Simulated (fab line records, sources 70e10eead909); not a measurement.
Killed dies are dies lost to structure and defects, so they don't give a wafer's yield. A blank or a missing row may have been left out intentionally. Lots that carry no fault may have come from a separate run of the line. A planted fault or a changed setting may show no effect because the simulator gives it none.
Matching of chambers | flow nand-harc | NHARC_A_CHANNEL_HOLE_D1_DEP_01 on pecvd-01: 3 sister chambers
The step deposits SiON, target thk 140 nm. 16 wafers are shown with their chamber, then 8 later ones without.

WAFERS WITH THEIR CHAMBER
wafer  | chamber | heater-power-w (W)
L075.2 | 0       | 733
L075.3 | 1       | 906
L075.4 | 2       | 853
L077.1 | 0       | 722
L077.4 | 2       | 913
L077.5 | 1       | 840
L080.1 | 2       | 922
L080.2 | 1       | 937
L080.5 | 0       | 614
L089.1 | 2       | 1030
L089.3 | 1       | 908
L089.4 | 2       | 1010
L091.1 | 1       | 838
L091.3 | 2       | 870
L091.4 | 0       | 593
L092.2 | 1       | 900

SIGNATURES, as means of the wafers listed above
reading        | chamber 0 | chamber 1 | chamber 2 | scatter within a chamber
heater-power-w | 665.50    | 888.17    | 933.00    | 62
Rule: a wafer lies at a distance from a chamber equal to the root of the sum of squares, over the readings, of (its reading less the chamber's mean, divided by the reading's scatter). The wafer belongs to the nearest chamber; if the next one is less than 2 further off, it can't be placed. The scatter is the square root of a quotient: the sum, over the shown wafers, of each reading's squared deviation from its chamber's mean, divided by wafers minus chambers.

WAFERS WITHOUT THEIR CHAMBER
wafer  | heater-power-w (W)
L092.4 | 904
L092.6 | 1015
L094.2 | 870
L094.5 | 986
L094.6 | 873
L097.1 | 683
L097.2 | 931
L097.6 | 985

THE CHAMBER EACH PASSED THROUGH
wafer  | from the rows above     | in truth
L092.4 | can't be placed: 1 or 2 | 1
L092.6 | can't be placed: 2 or 1 | 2
L094.2 | can't be placed: 1 or 2 | 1
L094.5 | can't be placed: 2 or 1 | 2
L094.6 | can't be placed: 1 or 2 | 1
L097.1 | 0                       | 0
L097.2 | can't be placed: 2 or 1 | 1
L097.6 | can't be placed: 2 or 1 | 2
Correct placement for 1 of the 8. These rows do not allow placing 7 (true chamber among the candidates in 7). Wrongly placed: 0.
